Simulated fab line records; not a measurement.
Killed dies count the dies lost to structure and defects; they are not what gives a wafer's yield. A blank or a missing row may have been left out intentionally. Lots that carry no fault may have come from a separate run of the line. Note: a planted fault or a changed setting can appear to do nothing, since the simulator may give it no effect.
Split-lot study    flow n5-finfet    21 wafers read from 7 lots, route of 1938 steps

## THE SPLIT
At N5_BEOL_M5_ETCH_62 (etches SOC in N2/H2, target depth 75 nm, overetch 15 nm, time 112.5 s), the setting source-w was moved away from the recipe's 840 W on 10 of the 21 wafers read, by -16.6% to +14.5%. For the rest of the wafers, this setting stayed at what the recipe calls for.

The reading is taken at the split's own step.

## THE READING
rf-vpp-V, in V, at N5_BEOL_M5_ETCH_62 (etches SOC in N2/H2, target depth 75 nm, overetch 15 nm, time 112.5 s). Typical for fault-free wafers on this fab line: 523.4 V, with standard deviation 2.2 V.

wafer   tool, chamber at the split  source-w as run, W  against the recipe  rf-vpp-V, V  against lot-mates on the recipe
L077.1  rie-diel-04, 3              840                 recipe              522.0        -
L077.2  rie-diel-04, 2              962                 +14.5%              501.0        -21.0
L077.4  rie-diel-04, 0              962                 +14.5%              499.5        -22.5
L078.2  rie-diel-04, 2              700.4               -16.6%              555.5        +31.0
L078.4  rie-diel-04, 3              700.4               -16.6%              555.2        +30.7
L078.5  rie-diel-04, 0              840                 recipe              524.5        -
L080.1  rie-diel-03, 1              840                 recipe              528.1        -
L080.2  rie-diel-03, 3              840                 recipe              525.7        -
L080.5  rie-diel-03, 0              840                 recipe              521.9        -
L096.3  rie-diel-02, 2              926.3               +10.3%              507.7        no lot-mate on the recipe
L096.4  rie-diel-02, 3              926.3               +10.3%              511.1        no lot-mate on the recipe
L096.6  rie-diel-02, 1              926.3               +10.3%              505.4        no lot-mate on the recipe
L090.2  rie-diel-03, 3              883.8               +5.2%               515.4        -5.9
L090.3  rie-diel-03, 2              840                 recipe              521.3        -
L090.5  rie-diel-03, 0              883.8               +5.2%               511.2        -10.1
L092.3  rie-diel-03, 0              840                 recipe              521.0        -
L092.4  rie-diel-03, 3              840                 recipe              526.3        -
L092.6  rie-diel-03, 0              840                 recipe              520.6        -
L097.1  rie-diel-04, 1              790.7               -5.9%               532.2        +9.1
L097.2  rie-diel-04, 0              840                 recipe              522.6        -
L097.5  rie-diel-04, 0              840                 recipe              523.6        -

THE FIT
A straight line over all 21 wafers: rf-vpp-V changes by -1.73 V for each +1% of source-w; r = -0.98; the points scatter about the line by 2.6 V.
The same after taking each lot's own level away (the mean of its wafers on the recipe; 18 wafers): -1.69 V for each +1%; r = -0.99; scatter 2.2 V.
The reading moves by 28 V for the largest change in source-w, on that fit.
The span of the lots' own levels, 521.30 to 525.23 V, comes to 1.8 times the standard deviation stated above.
So the lot-to-lot level changes the slope little: the two slopes agree.
Check: for one of the wafers moved furthest among these (-16.6%), held out of the fit, the line's prediction against its lot-mates is +27.7 V. It came out at +31 V against them.
Tool readings at the split's step, against how far the setting was moved: rf-vpp-V r = -0.98.

## ADDITIONAL SPLITS CARRIED BY THESE WAFERS
Other splits were also applied to these wafers ahead of the reading. Each is held against what the fit with the lots' levels taken away leaves over:
other split on the same wafers     wafers away from the commonest value  r with rf-vpp-V (lot level and that fit taken away)
N5_BEOL_M1_PECVD_72 time-s         7                                     -0.02
N5_BEOL_M1_HM_DEP_02 target-thk-a  7                                     +0.18
N5_BEOL_M2_DESCUM_16 time-s        6                                     -0.15
N5_BEOL_M2_COAT_68 spin-rpm        7                                     +0.32
N5_BEOL_M3_COAT_76 spin-rpm        6                                     -0.17
N5_BEOL_M4_ETCH_64 bias-w          7                                     +0.20

## THE FILE'S OWN FIT
rf-vpp-V changes by -1.68 V for each +1% of source-w, r = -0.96.
